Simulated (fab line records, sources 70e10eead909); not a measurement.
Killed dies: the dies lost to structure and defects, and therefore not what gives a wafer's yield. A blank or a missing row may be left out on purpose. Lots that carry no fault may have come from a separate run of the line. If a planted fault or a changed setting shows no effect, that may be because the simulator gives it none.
fab line records	flow nand_harc
[record] lots = 13	wafers = 39	last_day = 33
route steps=1302 shown A_CHANNEL_FILL_D1@517 A_ONON_D2@550 A_CHANNEL_HOLE_D2@571 END@1302
lots that met no fault: taken from a fault-free run of the same line
start_h: start of the lot's first displayed wafer, in hours after the record's first day	wait_h: how many hours have passed since the lot's step before this one	" identical to the entry in the row above	L1.1+2: one row covering several wafers at once	- no value present, or no start provided	* or withheld: withheld	< > ~ a bound
route shown NAME@n: names a module that has steps shown in the file, with the first one's number in the route	usual: mean/standard deviation taken from wafers without a fault	same: alike in all rows	chamber/n: place in a boat	sites: each site's reading	_std_site: the standard deviation of these	_edge_site: outer sites' mean less inner sites'	radius_mm: for every site, how far away it sits from the centre of the wafer	mask NAME#n: copy n	behind: tool/chamber where the wafer was last shaped	hold: what put the lot on hold/how long, in hours/how the hold closed	device: which transistor (n, p or np) failed to switch	end of line: at the end of the route, the tests of the same wafers	a step with no rows: only its recipe	killed: dies that structure and defects cost at the first sort, which is not the same as the wafer's yield	map: per-die view of a wafer (x killed, . not killed, _ where there is no die)
set.NAME: the setting as run; set.NAME@STEP: as run at that earlier step	model.NAME: the simulator's own value behind a step, which no gauge read
steps of the route over a sample of lots; a table a step, a row a wafer
services: when a tool's chamber went out of use (start_h, in hours from the record's first day, below 0 if earlier), for how many hours, and the reason
[[steps]]
[step NHARC_A_CHANNEL_FILL_D1_INSPECT_13]
[usual] raw_defect_count = 317/140
lot.wafer	tool	chamber	start_h	wait_h	raw_defect_count
L587.1	defect_inspect-02	-	247.91	0.0	208
L587.5	"	-	"	"	264
L587.6	"	-	"	"	374
L588.4	defect_inspect-01	-	247.91	0.0	580
L588.5	"	-	"	"	190
L588.6	"	-	"	"	205
L593.1	defect_inspect-02	-	289.43	0.0	284
L593.5	"	-	"	"	347
L593.6	"	-	"	"	253
L592.3	defect_inspect-01	-	289.44	0.0	394
L592.4	"	-	"	"	565
L592.6	"	-	"	"	463
L594.1	defect_inspect-02	-	311.50	0.0	220
L594.2	"	-	"	"	256
L594.5	"	-	"	"	272
L595.1	defect_inspect-01	-	314.61	0.0	323
L595.3	"	-	"	"	686
L595.6	"	-	"	"	262
L596.1	defect_inspect-02	-	329.11	0.0	285
L596.3	"	-	"	"	274
L596.4	"	-	"	"	437
L604.2	defect_inspect-02	-	409.89	0.0	274
L604.3	"	-	"	"	242
L604.4	"	-	"	"	269
L605.1	defect_inspect-02	-	418.42	0.0	525
L605.3	"	-	"	"	188
L605.6	"	-	"	"	191
L608.1	defect_inspect-02	-	448.20	0.0	398
L608.3	"	-	"	"	391
L608.4	"	-	"	"	241
L607.1	defect_inspect-01	-	448.20	0.0	453
L607.2	"	-	"	"	190
L607.4	"	-	"	"	236
L609.1	defect_inspect-01	-	460.41	0.0	208
L609.3	"	-	"	"	236
L609.5	"	-	"	"	142
L610.3	defect_inspect-02	-	473.31	0.0	220
L610.4	"	-	"	"	476
L610.5	"	-	"	"	226
[step NHARC_A_ONON_D2_THK_MEAS_08]
[recipe] thk_meas_gauge = ellipsometry
[usual] thk_nm = 997/11
lot.wafer	tool	chamber	start_h	wait_h	thk_nm
L588.4	film_metro-02	-	294.46	-	1006
L588.5	"	-	"	"	1005
L588.6	"	-	"	"	1005
L587.1	film_metro-02	-	294.47	-	1003
L587.5	"	-	"	"	1002
L587.6	"	-	"	"	1003
L593.1	film_metro-02	-	326.11	-	1003
L593.5	"	-	"	"	1002
L593.6	"	-	"	"	1002
L592.3	film_metro-01	-	326.13	-	980
L592.4	"	-	"	"	979
L592.6	"	-	"	"	978
L594.1	film_metro-01	-	344.92	-	992
L594.2	"	-	"	"	992
L594.5	"	-	"	"	995
L595.1	film_metro-01	-	348.33	-	1000
L595.3	"	-	"	"	997
L595.6	"	-	"	"	997
L596.1	film_metro-01	-	365.51	-	994
L596.3	"	-	"	"	993
L596.4	"	-	"	"	993
L604.2	film_metro-01	-	444.93	-	995
L604.3	"	-	"	"	997
L604.4	"	-	"	"	996
L605.1	film_metro-02	-	453.55	-	1013
L605.3	"	-	"	"	1014
L605.6	"	-	"	"	1014
L608.1	film_metro-01	-	482.93	-	993
L608.3	"	-	"	"	996
L608.4	"	-	"	"	995
L607.1	film_metro-02	-	482.94	-	1006
L607.2	"	-	"	"	1006
L607.4	"	-	"	"	1008
L609.1	film_metro-01	-	494.15	-	999
L609.3	"	-	"	"	999
L609.5	"	-	"	"	1000
L610.3	film_metro-02	-	504.04	-	1004
L610.4	"	-	"	"	1005
L610.5	"	-	"	"	1005
[step NHARC_A_ONON_D2_DEP_22]
[recipe] target_thk_a = 10000	n2_flow_sccm = 2750	n2o_flow_sccm = 2000	nh3_flow_sccm = 500	sih4_flow_sccm = 210	temp_c = 400
[usual] nh3_flow_sccm = 499.9/1.6	susceptor_temp_C = 399.96/0.2
lot.wafer	tool	chamber	start_h	wait_h	nh3_flow_sccm	susceptor_temp_C
L587.1	pecvd_onon-04	0	304.10	0.1	498.0	399.97
L587.5	"	0	"	"	499.8	400.08
L587.6	"	0	"	"	498.0	400.21
L588.4	pecvd_onon-03	0	304.49	0.2	499.7	399.84
L588.5	"	0	"	"	499.5	399.94
L588.6	"	0	"	"	499.1	399.86
L593.1	pecvd_onon-04	0	335.82	0.1	498.2	399.81
L593.5	"	0	"	"	497.6	399.65
L593.6	"	0	"	"	499.8	399.61
L592.3	pecvd_onon-01	0	335.93	0.2	501.0	400.08
L592.4	"	0	"	"	498.7	400.15
L592.6	"	0	"	"	498.9	400.23
L594.1	pecvd_onon-04	0	354.05	0.1	500.4	399.57
L594.2	"	0	"	"	499.5	400.09
L594.5	"	0	"	"	503.1	400.09
L595.1	pecvd_onon-04	0	357.48	0.1	502.1	399.95
L595.3	"	0	"	"	500.5	400.16
L595.6	"	0	"	"	501.4	399.86
L596.1	pecvd_onon-04	0	374.99	0.1	501.3	399.91
L596.3	"	0	"	"	500.1	400.29
L596.4	"	0	"	"	500.5	400.08
L604.2	pecvd_onon-04	0	454.55	0.1	500.0	399.95
L604.3	"	0	"	"	499.3	400.00
L604.4	"	0	"	"	501.5	399.99
L605.1	pecvd_onon-04	0	462.65	0.1	497.1	400.15
L605.3	"	0	"	"	497.6	400.08
L605.6	"	0	"	"	499.8	399.74
L607.1	pecvd_onon-01	0	492.70	0.1	499.4	400.09
L607.2	"	0	"	"	499.8	400.01
L607.4	"	0	"	"	500.3	399.94
L608.1	pecvd_onon-03	0	492.86	0.2	501.4	399.68
L608.3	"	0	"	"	498.6	399.92
L608.4	"	0	"	"	500.9	400.10
L609.1	pecvd_onon-01	0	505.01	0.1	502.2	400.03
L609.3	"	0	"	"	500.0	399.34
L609.5	"	0	"	"	501.2	399.90
L610.3	pecvd_onon-04	0	513.31	0.2	503.2	400.16
L610.4	"	0	"	"	502.5	400.05
L610.5	"	0	"	"	498.7	399.99
[step NHARC_A_ONON_D2_THK_MEAS_24]
[recipe] thk_meas_gauge = ellipsometry
[usual] thk_nm = 1002/10
lot.wafer	tool	chamber	start_h	wait_h	thk_nm
L587.1	film_metro-02	-	304.60	-	996
L587.5	"	-	"	"	997
L587.6	"	-	"	"	997
L588.4	film_metro-01	-	304.82	-	1020
L588.5	"	-	"	"	1020
L588.6	"	-	"	"	1021
L592.3	film_metro-02	-	336.33	-	1021
L592.4	"	-	"	"	1021
L592.6	"	-	"	"	1020
L593.1	film_metro-02	-	336.33	-	1005
L593.5	"	-	"	"	1004
L593.6	"	-	"	"	1005
L594.1	film_metro-02	-	354.55	-	1000
L594.2	"	-	"	"	1000
L594.5	"	-	"	"	1000
L595.1	film_metro-02	-	357.99	-	1701
L595.3	"	-	"	"	1699
L595.6	"	-	"	"	1701
L596.1	film_metro-01	-	375.50	-	1686
L596.3	"	-	"	"	1687
L596.4	"	-	"	"	1684
L604.2	film_metro-01	-	455.01	-	1006
L604.3	"	-	"	"	1004
L604.4	"	-	"	"	1005
L605.1	film_metro-01	-	463.16	-	988
L605.3	"	-	"	"	988
L605.6	"	-	"	"	987
L607.1	film_metro-02	-	493.21	-	998
L607.2	"	-	"	"	998
L607.4	"	-	"	"	996
L608.1	film_metro-02	-	493.38	-	996
L608.3	"	-	"	"	997
L608.4	"	-	"	"	996
L609.1	film_metro-01	-	505.52	-	1018
L609.3	"	-	"	"	1016
L609.5	"	-	"	"	1014
L610.3	film_metro-01	-	513.71	-	1003
L610.4	"	-	"	"	1003
L610.5	"	-	"	"	1005
[step NHARC_A_CHANNEL_HOLE_D2_DEP_01]
[recipe] target_thk_a = 1400	target_thk_nm = 140	temp_c = 400	pressure_torr = 3.5	flow_sccm = 200	rf_w = 350	material = SiON
[usual] heater_power_w = 789/94	susceptor_temp_C = 400.00/0.25
lot.wafer	tool	chamber	start_h	wait_h	heater_power_w	since_wet_clean_h	susceptor_temp_C
L587.1	pecvd-03	1	315.22	1.9	950	117	399.91
L587.6	"	1	"	"	960	-	399.80
L587.5	"	2	"	"	722	-	400.31
L588.6	pecvd-03	2	316.29	0.1	774	-	400.04
L588.5	"	0	"	"	639	-	400.14
L588.4	"	1	"	"	992	-	400.66
L592.3	pecvd-01	2	340.03	1.0	808	16	399.93
L592.6	"	2	"	"	779	-	399.93
L592.4	"	0	"	"	876	-	399.91
L593.1	pecvd-03	0	340.07	1.7	670	142	399.95
L593.5	"	0	"	"	663	-	399.96
L593.6	"	1	"	"	1024	-	399.99
L594.1	pecvd-03	1	358.82	1.6	910	161	399.91
L594.2	"	0	"	"	721	161	400.11
L594.5	"	0	"	"	601	-	399.45
L604.3	pecvd-01	2	459.08	1.0	833	135	399.96
L604.2	"	1	"	"	822	135	400.10
L604.4	"	0	"	"	834	-	399.92
L605.3	pecvd-04	0	471.09	1.0	743	8	399.59
L605.1	"	1	"	"	589	8	399.94
L605.6	"	0	"	"	786	-	399.65
L607.1	pecvd-03	2	499.42	1.6	815	120	400.18
L607.2	"	0	"	"	670	120	399.84
L607.4	"	1	"	"	855	-	399.75
L608.1	pecvd-04	2	499.76	1.6	819	37	400.25
L608.3	"	1	"	"	665	37	399.99
L608.4	"	2	"	"	855	-	400.04
L609.1	pecvd-03	0	509.24	1.7	759	130	399.98
L609.3	"	1	"	"	917	130	399.59
L609.5	"	0	"	"	760	-	399.51
L610.3	pecvd-04	1	519.59	1.0	691	57	400.20
L610.4	"	0	"	"	663	-	400.07
L610.5	"	1	"	"	688	-	400.38
[step NHARC_END_SORT_01]
[recipe] temp_c = 25
[usual] killed_at_array = 58/20	killed_at_other = 1.0/1.2	killed_at_periphery = 4.1/3	killed_dies = 63/20	killed_open = 3.2/1.7	killed_short = 2.5/1.5
[same] gross_dies = 677
lot.wafer	tool	chamber	start_h	wait_h	killed_at_array	killed_at_other	killed_at_periphery	killed_dies	killed_open	killed_short
L595.1	prober-01	0	632.55	2.5	675	0	2	677	6	4
L595.3	prober-01	0	634.16	3.1	671	0	6	677	5	5
L595.6	prober-01	0	636.57	4.0	676	0	1	677	1	3
L596.1	prober-02	0	647.84	2.5	673	0	4	677	4	2
L596.3	prober-02	0	649.44	3.1	674	0	3	677	2	0
L596.4	prober-02	0	650.25	3.4	675	0	2	677	3	1
// killed by level:class
L595.1 A_ONON_D2:area_dep=593 A_SLIT:chamber_film_flake=36 A_CHANNEL_HOLE_D2:chamber_film_flake=23 A_M0:geometric_particle:open=2 A_CHANNEL_FILL_D1:chamber_film_flake=2 A_STAIRCASE:chamber_film_flake=2 A_CHANNEL_FILL_D2:chamber_film_flake=2 A_WL_FILL:chamber_film_flake=2
L595.3 A_ONON_D2:area_dep=595 A_SLIT:chamber_film_flake=29 A_CHANNEL_HOLE_D2:chamber_film_flake=28 A_CHANNEL_HOLE_D1:chamber_film_flake=3 A_BONDPAD:chamber_film_flake=3 A_ONON_D1:geometric_particle:open=2 A_CHANNEL_FILL_D2:geometric_particle:short=2 P_STI:chamber_film_flake=2
L595.6 A_ONON_D2:area_dep=592 A_SLIT:chamber_film_flake=32 A_CHANNEL_HOLE_D2:chamber_film_flake=31 A_CHANNEL_HOLE_D1:chamber_film_flake=3 A_CHANNEL_FILL_D1:chamber_film_flake=3 A_STAIRCASE:chamber_film_flake=3 A_CONTACT:chamber_film_flake=3 A_CHANNEL_FILL_D2:chamber_film_flake=2
L596.1 A_ONON_D2:area_dep=615 A_CHANNEL_HOLE_D1:chamber_film_flake=24 A_CHANNEL_HOLE_D2:chamber_film_flake=20 A_STAIRCASE:chamber_film_flake=4 P_GATE:chamber_film_flake=3 A_WL_FILL:geometric_particle:open=2 A_CHANNEL_FILL_D2:chamber_film_flake=2 A_CONTACT:chamber_film_flake=2
L596.3 A_ONON_D2:area_dep=629 A_CHANNEL_HOLE_D1:chamber_film_flake=24 A_CHANNEL_HOLE_D2:chamber_film_flake=12 A_CONTACT:chamber_film_flake=3 P_ZERO_WELL:chamber_film_flake=2 A_CHANNEL_FILL_D2:chamber_film_flake=2 A_CHANNEL_FILL_D1:geometric_particle:open=1 A_ONON_D2:geometric_particle:open=1
L596.4 A_ONON_D2:area_dep=616 A_CHANNEL_HOLE_D1:chamber_film_flake=32 A_CHANNEL_HOLE_D2:chamber_film_flake=17 A_SGD_CUT:chamber_film_flake=2 A_SLIT:chamber_film_flake=2 A_CONTACT:chamber_film_flake=2 P_GATE:geometric_particle:open=1 A_WL_FILL:geometric_particle:open=1
[[services]]
tool	chamber	start_h	hours	kind
pecvd-04	0	282.00	-	clean
pecvd-04	1	282.00	-	clean
pecvd-04	2	282.00	-	clean
pecvd-03	-	290.41	0.9	repair
pecvd_onon-04	-	311.18	13.0	pm
pecvd-01	-	311.30	13.0	pm
pecvd-04	0	320.02	22.8	repair
pecvd-03	-	366.16	13.0	pm
pecvd-03	0	366.16	13.0	vent_cycle
pecvd-03	1	366.16	13.0	vent_cycle
pecvd-03	2	366.16	13.0	vent_cycle
pecvd-03	0	379.16	-	clean
pecvd-03	1	379.16	-	clean
pecvd-03	2	379.16	-	clean
pecvd_onon-03	-	408.17	13.0	pm
pecvd-01	2	443.62	7.6	repair
pecvd-04	-	450.00	13.0	pm
pecvd-04	0	450.00	13.0	vent_cycle
pecvd-04	1	450.00	13.0	vent_cycle
pecvd-04	2	450.00	13.0	vent_cycle
pecvd_onon-01	-	450.23	13.0	pm
pecvd_onon-04	-	492.18	13.0	pm
pecvd-01	-	492.30	13.0	pm
pecvd-01	1	511.45	3.5	repair
[[key]]
[first_sign] step = NHARC_A_ONON_D2_THK_MEAS_24	reading = thk_nm	direction = up	sigmas = 69	usual = 1002	struck = 1693
[effect] step = NHARC_END_SORT_01	reading = killed_dies	direction = up	sigmas = 31	usual = 63	struck = 677
[more_kills_born_at] NHARC_A_ONON_D2_DEP_22@pecvd_onon-04 = 3640
met_at NHARC_A_ONON_D2_DEP_22
struck_lots L595,L596
struck_wafers L595.1,L595.3,L595.6,L596.1,L596.3,L596.4
later_rows_left_out L595.1,L595.3,L595.6,L596.1,L596.3,L596.4
tester_left_out L595,L596
not_acting_at NHARC_A_CHANNEL_FILL_D1_INSPECT_13,NHARC_A_ONON_D2_THK_MEAS_08,NHARC_A_CHANNEL_HOLE_D2_DEP_01
onset_between 354.05 357.48
[fault] kind = process_parameter_drift	tool = pecvd_onon-04	chamber = 0	onset_h = 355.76	steps = NHARC_A_ONON_D2_DEP_22	channel = target_thk_a	offset = *	shape = step	end_h = 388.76	acts_in = *	stated = *
// tester_left_out: of these lots the tester's yield and bins aren't shown, on N5 and GAA mostly nor the transistor test; their killed dies are dies lost to structure and defects alone, not to doping, threshold or leakage, so they don't give the yield
// later_rows_left_out: the simulator's readings of these wafers behind a module that went badly wrong aren't trusted and aren't shown, but for the sort
